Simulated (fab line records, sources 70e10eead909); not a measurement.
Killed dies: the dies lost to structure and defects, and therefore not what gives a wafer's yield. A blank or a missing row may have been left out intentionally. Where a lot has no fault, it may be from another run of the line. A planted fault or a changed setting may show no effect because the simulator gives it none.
Chamber matching    flow nandHarc    NHARC_A_CHANNEL_FILL_D2_ALD_25 on aldHk-02: 3 sister chambers
The step deposits SiOx, target thk 60 nm, pulse time 10 s, ald cycles 600. 14 wafers are shown with their chamber, then 5 later ones without.

== WAFERS WITH THEIR CHAMBER ==
wafer   chamber  heaterPowerOuterW (W)  heaterPowerW (W)  precursorPulseHeightRel
L077.3  0        283                    503               0.981
L077.4  2        247                    468               1.021
L077.5  0        288                    513               0.976
L080.2  2        244                    456               1.017
L080.3  1        286                    497               1.003
L080.5  2        243                    458               0.982
L082.4  2        245                    459               1.021
L082.2  0        291                    492               0.990
L082.5  1        282                    498               0.995
L089.4  1        281                    517               0.981
L089.1  0        291                    496               0.995
L089.5  2        251                    470               0.996
L090.2  2        245                    468               0.977
L090.3  0        279                    513               0.994

SIGNATURES, as means of the wafers listed above
reading                  chamber 0  chamber 1  chamber 2  scatter within a chamber
heaterPowerOuterW        286.40     283.00     245.83     3.89
heaterPowerW             503.40     504.00     463.17     8.59
precursorPulseHeightRel  0.98720    0.99300    1.00233    0.0152
Rule: a wafer lies at a distance from a chamber equal to the root of the sum of squares, over the readings, of (its reading less the chamber's mean, divided by the reading's scatter). The wafer belongs to the nearest chamber; if the next one is less than 2 further off, it can't be placed. The scatter: the root of (the sum of the squares of (reading less its chamber's mean) over the shown wafers, divided by (wafers less chambers)).

== WAFERS WITHOUT THEIR CHAMBER ==
wafer   heaterPowerOuterW (W)  heaterPowerW (W)  precursorPulseHeightRel
L090.6  247                    465               1.018
L092.1  292                    509               1.007
L092.5  277                    517               1.010
L097.2  276                    514               1.038
L097.3  282                    507               0.961

== WHICH CHAMBER EACH WENT THROUGH ==
wafer   from the rows above      in truth
L090.6  2                        2
L092.1  can't be placed: 0 or 1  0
L092.5  can't be placed: 1 or 0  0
L097.2  can't be placed: 1 or 0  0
L097.3  can't be placed: 0 or 1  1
1 of 5 placed correctly. From these rows, 4 cannot be placed; in 4 the true chamber is one of the candidates. Wrongly placed: 0.
